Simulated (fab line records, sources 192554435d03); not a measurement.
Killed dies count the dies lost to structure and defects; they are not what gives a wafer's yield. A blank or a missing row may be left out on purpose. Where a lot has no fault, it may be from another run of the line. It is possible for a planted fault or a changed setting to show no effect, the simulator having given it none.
Split-lot trial | flow n5-finfet | 21 wafers read across 7 lots, on a route 1938 steps long

== THE SPLIT ==
At N5_BEOL_M3_EXPOSE_25 (exposes mask V2, defocus 5 nm), the setting dose-mj was moved away from the recipe's 63 on 6 of the 21 wafers read, by -7.4% to +3.8%. For the rest of the wafers, this setting stayed at what the recipe calls for.

== FROM THE SPLIT TO THE READING: what the file shows between them, 2 steps ==
- N5_BEOL_M3_PEB_26: peb time 60 s
- N5_BEOL_M3_DEVELOP_27: develop time 30 s

== THE READING ==
cd-nm, in nm, at N5_BEOL_M3_CD_MEAS_28 (target cd 25.7 nm, target cd y 23.3 nm). Fault-free wafers of this fab line usually give 25.68 nm, standard deviation 0.24 nm.

wafer  | tool, chamber at the split | dose-mj as run | against the recipe | cd-nm, nm | against lot-mates on the recipe
L078.1 | euv-scanner-01, 0          | 63             | recipe             | 25.69     | -
L078.2 | euv-scanner-01, 0          | 63             | recipe             | 25.83     | -
L078.6 | euv-scanner-01, 0          | 63             | recipe             | 25.55     | -
L080.1 | euv-scanner-01, 0          | 65.39          | +3.8%              | 25.99     | +0.34
L080.2 | euv-scanner-01, 0          | 65.39          | +3.8%              | 26.38     | +0.73
L080.6 | euv-scanner-01, 0          | 63             | recipe             | 25.65     | -
L092.1 | euv-scanner-01, 0          | 59.45          | -5.6%              | 24.95     | -0.86
L092.3 | euv-scanner-01, 0          | 63             | recipe             | 25.81     | -
L092.4 | euv-scanner-01, 0          | 59.45          | -5.6%              | 24.51     | -1.30
L093.2 | euv-scanner-01, 0          | 60.7           | -3.7%              | 24.94     | -0.89
L093.5 | euv-scanner-01, 0          | 63             | recipe             | 25.82     | -
L093.6 | euv-scanner-01, 0          | 63             | recipe             | 25.85     | -
L094.3 | euv-scanner-01, 0          | 63             | recipe             | 26.08     | -
L094.4 | euv-scanner-01, 0          | 63             | recipe             | 25.40     | -
L094.5 | euv-scanner-01, 0          | 58.35          | -7.4%              | 24.53     | -1.21
L096.1 | euv-scanner-01, 0          | 63             | recipe             | 25.60     | -
L096.5 | euv-scanner-01, 0          | 63             | recipe             | 25.35     | -
L096.6 | euv-scanner-01, 0          | 63             | recipe             | 25.55     | -
L097.2 | euv-scanner-01, 0          | 63             | recipe             | 25.63     | -
L097.4 | euv-scanner-01, 0          | 63             | recipe             | 25.58     | -
L097.5 | euv-scanner-01, 0          | 63             | recipe             | 25.65     | -

THE FIT
A straight line over all 21 wafers: cd-nm changes by +0.158 nm for each +1% of dose-mj; r = +0.92; the points scatter about the line by 0.19 nm.
The same after taking each lot's own level away (the mean of its wafers on the recipe; 21 wafers): +0.175 nm for each +1%; r = +0.94; scatter 0.18 nm.
On that fit, the largest move of dose-mj shifts the reading by 1.3 nm.
Measured against the standard deviation above, the lots' own levels, which go from 25.500 to 25.835 nm, span 1.4 times it.
So the lot-to-lot level changes the slope little: the two slopes agree.
Check: with one of the wafers moved furthest among these (-7.4%) left out of the fit, the line predicts -1.38 nm for it against its lot-mates. It came out at -1.21 nm against them.

== THE OTHER SPLITS THESE WAFERS WENT THROUGH ==
These wafers also went through other splits before the reading. Each is held against what the fit with the lots' levels taken away leaves over:
other split on the same wafers         | wafers away from the commonest value | r with cd-nm (lot level and that fit taken away)
N5_MOL_CONTACT_COAG_VIA_ETCH_46 bias-w | 9                                    | -0.13
N5_BEOL_M0_SAQP_SPACER1_ALD_98 temp-c  | 7                                    | +0.10
N5_BEOL_M0_SAQP_ETCH_107 source-w      | 8                                    | -0.26
N5_BEOL_M1_COAT_61 spin-rpm            | 6                                    | +0.26
N5_BEOL_M3_COAT_22 spin-rpm            | 4                                    | +0.14

== THE FILE'S OWN FIT ==
cd-nm changes by +0.178 nm for each +1% of dose-mj, r = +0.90.
